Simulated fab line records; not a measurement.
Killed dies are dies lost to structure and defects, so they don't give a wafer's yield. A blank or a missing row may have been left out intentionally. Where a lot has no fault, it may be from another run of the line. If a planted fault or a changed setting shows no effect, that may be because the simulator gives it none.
fab line records -- flow nand_harc
record: lots: 11, wafers: 33, last_day: 33
route steps=1302 shown A_M1@1186 A_BONDPAD@1203
lots untouched by any fault: they come from a run of this same line in which no faults occurred
start_h: hours from the record's first day to the start of the lot's first wafer shown -- wait_h: how many hours have passed since the lot's step before this one -- " repeats the value in the row above -- L1.1+2: several wafers, shown together as one row -- - no value present, or no start provided -- * or withheld: withheld -- < > ~ a bound
route shown NAME@n: a module of which the file shows steps, and the number in the route of the first -- usual: mean/standard deviation of fault-free wafers -- same: alike in all rows -- chamber/n: place in a boat -- sites: readings site by site -- _std_site: their standard deviation -- _edge_site: outer sites' mean less inner sites' -- radius_mm: how far each site lies from the wafer's centre -- mask NAME#n: copy n -- behind: the last tool/chamber to shape the wafer -- hold: cause of the lot's hold/its duration in hours/its outcome -- device: whichever transistor did not switch (one of n, p or np) -- end of line: the route-end tests of the same wafers -- a step without rows: its recipe alone -- killed: count of dies lost to structure and defects at first sort (not the wafer's yield) -- map: per-die view of a wafer (x killed, . not killed, _ where there is no die)
set.NAME: the run value of the setting; set.NAME@STEP: its run value at that earlier step -- model.NAME: the simulator's own value behind a step, which no gauge read
a sample of lots followed through the steps of the route, with each step as a table and each wafer as a row
services: when a tool's chamber went out of use (start_h, in hours from the record's first day, below 0 if earlier), for how many hours, and the reason
== steps ==
step: NHARC_A_M1_STRIP_18
recipe: power_w: 1000, n2_flow_sccm: 150, h2_flow_sccm: 150, ar_flow_sccm: 0, bias_w: 0, chemistry: N2/H2
usual: drypump_motor_current_A: 5.6/0.51, n2_flow_sccm: 150.0/0.45, oes_product_au: 1.000/0.0084, rf_vpp_V: 90.3/0.99, showerhead_plenum_p_Torr: 2.00/0.081, throttle_valve_pct: 14.171/0.0088
lot.wafer,tool,chamber,start_h,wait_h,drypump_motor_current_A,n2_flow_sccm,oes_product_au,rf_hours_counter_h,rf_vpp_V,showerhead_plenum_p_Torr,throttle_valve_pct
L668.2,rie_diel-05,2,543.02,0.1,6.5,150.6,1.006,3.2,91.1,2.13,14.154
L668.1,rie_diel-05,3,543.02,0.1,5.2,150.0,1.001,3.3,89.7,1.99,14.179
L668.4,rie_diel-05,0,543.02,0.1,5.3,150.5,1.009,3.6,89.6,1.90,14.182
L666.4,rie_diel-06,2,544.64,0.1,6.4,150.5,0.981,2.2,91.1,1.96,14.181
L666.2,rie_diel-06,3,544.64,0.1,5.7,150.3,0.993,2.5,90.0,2.04,14.178
L666.6,rie_diel-06,1,544.64,0.1,5.8,150.2,0.994,-,90.3,1.99,14.167
L665.4,rie_diel-09,1,546.85,0.1,5.2,149.4,1.006,2.3,91.3,2.11,14.175
L665.2,rie_diel-09,3,546.85,0.1,5.0,150.0,1.007,2.5,90.5,2.04,14.166
L665.6,rie_diel-09,1,546.85,0.1,5.2,149.8,1.005,-,91.3,2.11,14.164
L669.4,rie_diel-06,2,567.34,0.1,6.4,150.4,0.985,4.1,91.6,1.96,14.174
L669.1,rie_diel-06,0,567.34,0.1,5.4,150.1,0.993,4.5,89.8,2.07,14.172
L669.6,rie_diel-06,1,567.34,0.1,5.7,150.9,0.995,-,90.2,1.99,14.171
L672.4,rie_diel-09,2,598.63,0.1,5.5,149.6,1.005,4.0,89.5,1.88,14.165
L672.2,rie_diel-09,1,598.63,0.1,5.2,151.1,1.005,4.1,91.6,2.11,14.170
L672.6,rie_diel-09,3,598.63,0.1,5.0,150.9,1.005,-,91.1,2.04,14.155
L675.1,rie_diel-05,2,647.05,0.1,6.5,150.1,0.990,1.4,91.7,2.13,14.169
L675.2,rie_diel-05,3,647.05,0.1,5.2,149.9,0.998,1.4,90.4,1.99,14.170
L675.6,rie_diel-05,1,647.05,0.1,5.9,149.6,0.995,-,90.5,1.94,14.175
L673.1,rie_diel-06,3,648.27,0.1,5.7,150.3,0.993,8.0,88.8,2.04,14.157
L673.4,rie_diel-06,1,648.27,0.1,5.8,149.2,0.989,8.6,90.5,1.99,14.172
L673.5,rie_diel-06,3,648.27,0.1,5.7,150.3,1.005,-,89.7,2.04,14.168
L680.3,rie_diel-05,0,678.40,0.1,5.2,150.3,1.006,2.6,90.7,1.90,14.186
L680.1,rie_diel-05,3,678.40,0.1,5.3,150.4,1.016,2.7,91.8,1.99,14.158
L680.6,rie_diel-05,0,678.40,0.1,5.3,149.8,1.000,-,90.4,1.90,14.189
L682.1,rie_diel-05,3,686.82,0.1,5.3,150.1,1.018,3.0,88.7,1.99,14.175
L682.4,rie_diel-05,2,686.82,0.1,6.6,150.3,1.005,3.2,90.3,2.13,14.170
L682.6,rie_diel-05,0,686.82,0.1,5.2,150.8,1.014,-,90.0,1.90,14.175
L687.2,rie_diel-05,2,742.03,0.1,6.6,150.5,1.000,4.5,91.0,2.13,14.163
L687.4,rie_diel-05,2,742.03,0.1,6.5,150.8,0.992,-,91.6,2.13,14.164
L687.6,rie_diel-05,3,742.03,0.1,5.3,149.9,0.992,-,91.3,1.99,14.181
L686.1,rie_diel-06,2,759.00,0.1,6.3,150.0,0.993,7.0,89.8,1.96,14.171
L686.3,rie_diel-06,3,759.00,0.1,5.7,150.3,1.001,6.4,89.9,2.03,14.188
L686.2,rie_diel-06,0,759.00,0.1,5.4,149.4,1.002,6.1,90.9,2.07,14.170
step: NHARC_A_M1_PVD_21
recipe: target_thk_a: 300, chamber_pressure_pa: 5, power_w: 5000, substrate_temp_c: 30, time_s: 20.49, material: Cu
usual: throttle_valve_pct: 29.5/1.3
lot.wafer,tool,chamber,start_h,wait_h,throttle_valve_pct
L668.2,pvd_sputter-01,-,-,-,28.3
L668.1,pvd_sputter-01,-,-,-,27.7
L668.4,pvd_sputter-01,-,-,-,28.5
L666.2,pvd_sputter-01,-,-,-,28.3
L666.4,pvd_sputter-01,-,-,-,29.4
L666.6,pvd_sputter-01,-,-,-,27.6
L665.4,pvd_sputter-01,-,-,-,28.5
L665.2,pvd_sputter-01,-,-,-,29.5
L665.6,pvd_sputter-01,-,-,-,29.4
L669.4,pvd_sputter-01,-,-,-,29.5
L669.1,pvd_sputter-01,-,-,-,28.5
L669.6,pvd_sputter-01,-,-,-,29.4
L672.2,pvd_sputter-01,-,-,-,28.6
L672.4,pvd_sputter-01,-,-,-,28.4
L672.6,pvd_sputter-01,-,-,-,27.8
L675.1,pvd_sputter-01,-,-,-,28.8
L675.2,pvd_sputter-01,-,-,-,30.3
L675.6,pvd_sputter-01,-,-,-,29.1
L673.1,pvd_sputter-01,-,-,-,28.4
L673.4,pvd_sputter-01,-,-,-,30.2
L673.5,pvd_sputter-01,-,-,-,28.2
L680.1,pvd_sputter-01,-,-,-,30.3
L680.3,pvd_sputter-01,-,-,-,28.1
L680.6,pvd_sputter-01,-,-,-,30.2
L682.4,pvd_sputter-03,-,-,-,29.2
L682.1,pvd_sputter-03,-,-,-,31.0
L682.6,pvd_sputter-03,-,-,-,29.1
L687.2,pvd_sputter-01,-,-,-,28.9
L687.4,pvd_sputter-01,-,-,-,28.0
L687.6,pvd_sputter-01,-,-,-,30.3
L686.3,pvd_sputter-01,-,-,-,29.0
L686.2,pvd_sputter-01,-,-,-,28.2
L686.1,pvd_sputter-01,-,-,-,28.9
step: NHARC_A_BONDPAD_CMP_29
recipe: target_thk_nm: 200, material: SiCN
usual: motor_current_A: 12.0/1.4, retaining_ring_pressure_frac: 1.000/0.0046
lot.wafer,tool,chamber,start_h,wait_h,motor_current_A,retaining_ring_pressure_frac
L668.1,cmp-02,1,546.57,-,10.8,0.997
L668.4,cmp-02,3,546.57,-,12.7,0.999
L668.2,cmp-02,0,546.57,-,12.0,0.988
L666.2,cmp-02,1,547.92,-,10.9,1.006
L666.4,cmp-02,3,547.92,-,11.8,1.004
L666.6,cmp-02,1,547.92,-,11.0,1.003
L665.4,cmp-03,0,550.33,0.3,11.7,1.000
L665.2,cmp-03,2,550.33,0.3,11.9,0.998
L665.6,cmp-03,0,550.33,0.3,11.3,0.996
L669.1,cmp-03,0,570.67,-,11.2,0.996
L669.4,cmp-03,1,570.67,-,13.0,1.006
L669.6,cmp-03,2,570.67,-,11.9,0.999
L672.4,cmp-02,2,601.97,-,13.5,0.994
L672.2,cmp-02,3,601.97,-,12.4,1.006
L672.6,cmp-02,2,601.97,-,12.9,0.996
L675.2,cmp-04,0,650.33,-,13.8,0.999
L675.1,cmp-04,1,650.33,-,12.9,1.000
L675.6,cmp-04,3,650.33,-,10.2,1.005
L673.1,cmp-03,3,651.56,-,11.2,1.008
L673.4,cmp-03,1,651.56,-,12.8,0.996
L673.5,cmp-03,2,651.56,-,11.4,1.003
L680.1,cmp-04,0,681.94,-,14.5,1.006
L680.3,cmp-04,1,681.94,-,13.6,0.999
L680.6,cmp-04,3,681.94,-,10.6,0.999
L682.4,cmp-02,1,690.17,-,10.3,1.001
L682.1,cmp-02,2,690.17,-,13.3,0.989
L682.6,cmp-02,3,690.17,-,12.3,1.003
L687.4,cmp-02,3,745.38,-,12.8,1.003
L687.2,cmp-02,1,745.38,-,10.5,1.004
L687.6,cmp-02,3,745.38,-,12.2,0.999
L686.1,cmp-04,3,762.33,-,10.2,0.992
L686.2,cmp-04,0,762.33,-,14.9,1.003
L686.3,cmp-04,1,762.33,-,14.3,0.994
step: NHARC_A_BONDPAD_EXPOSE_06
recipe: na: 0.55, dose_mj: 36.99, mask_id: A_BPAD
usual: exposure_dose_mJ_cm2: 36.99/0.031, reticle_temp_C: 23.00/0.11
lot.wafer,tool,chamber,start_h,wait_h,mask,exposure_dose_mJ_cm2,reticle_temp_C
L668.1,krf_scanner-04,0,547.10,-,A_BPAD#0,37.01,23.06
L668.2,krf_scanner-04,0,547.10,-,A_BPAD#0,36.98,23.08
L668.4,krf_scanner-04,0,547.10,-,A_BPAD#0,36.99,23.17
L666.2,krf_scanner-01,0,548.57,-,A_BPAD#0,36.91,23.10
L666.4,krf_scanner-01,0,548.57,-,A_BPAD#0,36.97,23.18
L666.6,krf_scanner-01,0,548.57,-,A_BPAD#0,36.93,23.09
L665.2,krf_scanner-01,0,550.85,-,A_BPAD#0,36.98,23.22
L665.4,krf_scanner-01,0,550.85,-,A_BPAD#0,36.99,23.04
L665.6,krf_scanner-01,0,550.85,-,A_BPAD#0,36.96,23.12
L669.1,krf_scanner-02,0,571.28,-,A_BPAD#0,37.00,22.92
L669.4,krf_scanner-02,0,571.28,-,A_BPAD#0,36.96,23.01
L669.6,krf_scanner-02,0,571.28,-,A_BPAD#0,36.95,23.05
L672.2,krf_scanner-01,0,602.49,-,A_BPAD#0,36.95,23.08
L672.4,krf_scanner-01,0,602.49,-,A_BPAD#0,36.92,23.04
L672.6,krf_scanner-01,0,602.49,-,A_BPAD#0,37.02,22.97
L675.1,krf_scanner-04,0,650.97,-,A_BPAD#0,37.04,22.81
L675.2,krf_scanner-04,0,650.97,-,A_BPAD#0,37.01,22.87
L675.6,krf_scanner-04,0,650.97,-,A_BPAD#0,37.01,22.84
L673.1,krf_scanner-02,0,652.20,-,A_BPAD#0,36.99,23.02
L673.4,krf_scanner-02,0,652.20,-,A_BPAD#0,36.97,23.03
L673.5,krf_scanner-02,0,652.20,-,A_BPAD#0,37.01,22.96
L680.1,krf_scanner-02,0,682.44,-,A_BPAD#0,23.34,23.00
L680.3,krf_scanner-02,0,682.44,-,A_BPAD#0,23.32,22.99
L680.6,krf_scanner-02,0,682.44,-,A_BPAD#0,23.36,23.02
L682.1,krf_scanner-02,0,690.65,-,A_BPAD#0,26.08,22.97
L682.4,krf_scanner-02,0,690.65,-,A_BPAD#0,26.05,22.78
L682.6,krf_scanner-02,0,690.65,-,A_BPAD#0,26.06,22.99
L687.2,krf_scanner-01,0,746.03,-,A_BPAD#0,37.02,22.98
L687.4,krf_scanner-01,0,746.03,-,A_BPAD#0,36.97,23.07
L687.6,krf_scanner-01,0,746.03,-,A_BPAD#0,37.01,22.95
L686.1,krf_scanner-04,0,762.97,-,A_BPAD#0,37.06,22.97
L686.2,krf_scanner-04,0,762.97,-,A_BPAD#0,37.00,22.91
L686.3,krf_scanner-04,0,762.97,-,A_BPAD#0,37.00,22.93
step: NHARC_A_BONDPAD_CD_MEAS_09
recipe: target_cd_nm: 500, landing_energy_ev: 500
usual: cd_nm: 499.9/1.3
lot.wafer,tool,chamber,start_h,wait_h,cd_nm
L668.1,cd_sem-02,0,547.26,-,499.4
L668.2,cd_sem-02,0,547.26,-,499.2
L668.4,cd_sem-02,0,547.26,-,499.1
L666.2,cd_sem-02,0,548.72,-,500.7
L666.4,cd_sem-02,0,548.72,-,500.5
L666.6,cd_sem-02,0,548.72,-,501.3
L665.2,cd_sem-02,0,551.00,-,499.6
L665.4,cd_sem-02,0,551.00,-,499.0
L665.6,cd_sem-02,0,551.00,-,498.6
L669.1,cd_sem-02,0,571.44,-,499.8
L669.4,cd_sem-02,0,571.44,-,498.7
L669.6,cd_sem-02,0,571.44,-,499.4
L672.2,cd_sem-02,0,602.64,-,500.5
L672.4,cd_sem-02,0,602.64,-,502.7
L672.6,cd_sem-02,0,602.64,-,501.7
L675.1,cd_sem-03,0,651.12,-,500.6
L675.2,cd_sem-03,0,651.12,-,500.0
L675.6,cd_sem-03,0,651.12,-,499.9
L673.1,cd_sem-01,0,652.35,-,501.8
L673.4,cd_sem-01,0,652.35,-,500.3
L673.5,cd_sem-01,0,652.35,-,500.8
L680.1,cd_sem-02,0,682.60,-,488.9
L680.3,cd_sem-02,0,682.60,-,488.7
L680.6,cd_sem-02,0,682.60,-,489.5
L682.1,cd_sem-03,0,690.80,-,491.0
L682.4,cd_sem-03,0,690.80,-,492.6
L682.6,cd_sem-03,0,690.80,-,490.9
L687.2,cd_sem-02,0,746.17,-,496.6
L687.4,cd_sem-02,0,746.17,-,498.5
L687.6,cd_sem-02,0,746.17,-,499.4
L686.1,cd_sem-01,0,763.12,-,500.2
L686.2,cd_sem-01,0,763.12,-,500.4
L686.3,cd_sem-01,0,763.12,-,500.1
== services ==
tool,chamber,start_h,hours,kind
rie_diel-05,-,521.10,0.9,repair
cmp-02,-,530.21,4.0,pm
cmp-02,-,538.56,2.1,repair
krf_scanner-01,-,538.96,4.0,repair
krf_scanner-01,-,575.01,0.4,repair
krf_scanner-01,-,577.51,4.0,pm
rie_diel-05,-,583.61,9.0,pm
pvd_sputter-01,-,603.91,10.0,pm
krf_scanner-02,-,612.67,4.0,pm
cmp-02,-,620.19,0.8,repair
rie_diel-06,2,622.14,2.8,repair
krf_scanner-02,-,622.92,3.5,repair
rie_diel-05,1,623.40,5.8,repair
cmp-02,-,628.21,4.0,pm
krf_scanner-01,-,634.77,1.1,repair
rie_diel-06,-,661.20,9.0,pm
pvd_sputter-01,-,662.93,1.2,repair
rie_diel-05,1,670.92,3.9,repair
pvd_sputter-01,-,715.57,3.1,repair
cmp-02,-,717.33,0.6,repair
cmp-02,-,726.21,4.0,pm
rie_diel-05,0,729.56,14.5,repair
cmp-02,-,744.78,0.3,repair
rie_diel-05,-,760.61,9.0,pm
== key ==
first_sign: step: NHARC_A_BONDPAD_EXPOSE_06, reading: exposure_dose_mJ_cm2, direction: down, sigmas: 99+, usual: 36.99, struck: 24.70
effect: step: NHARC_A_BONDPAD_CD_MEAS_09, reading: cd_nm, direction: down, sigmas: 7.3, usual: 499.9, struck: 490.3, through: control_loop
met_at NHARC_A_BONDPAD_EXPOSE_06
struck_lots L680,L682
loop_trim: step: NHARC_A_BONDPAD_EXPOSE_06, setting: dose, lots: L682
not_acting_at NHARC_A_M1_STRIP_18,NHARC_A_M1_PVD_21,NHARC_A_BONDPAD_CMP_29
onset_between 652.20 682.44
fault: kind: process_parameter_drift, tool: krf_scanner-02, chamber: -, onset_h: 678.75, steps: NHARC_A_BONDPAD_EXPOSE_06, channel: dose_mj, offset: -13.656, shape: step, acts_in: these_recipes_only, stated: 36.99
loop_trim: a control loop set the setting to another value than it would have without faults
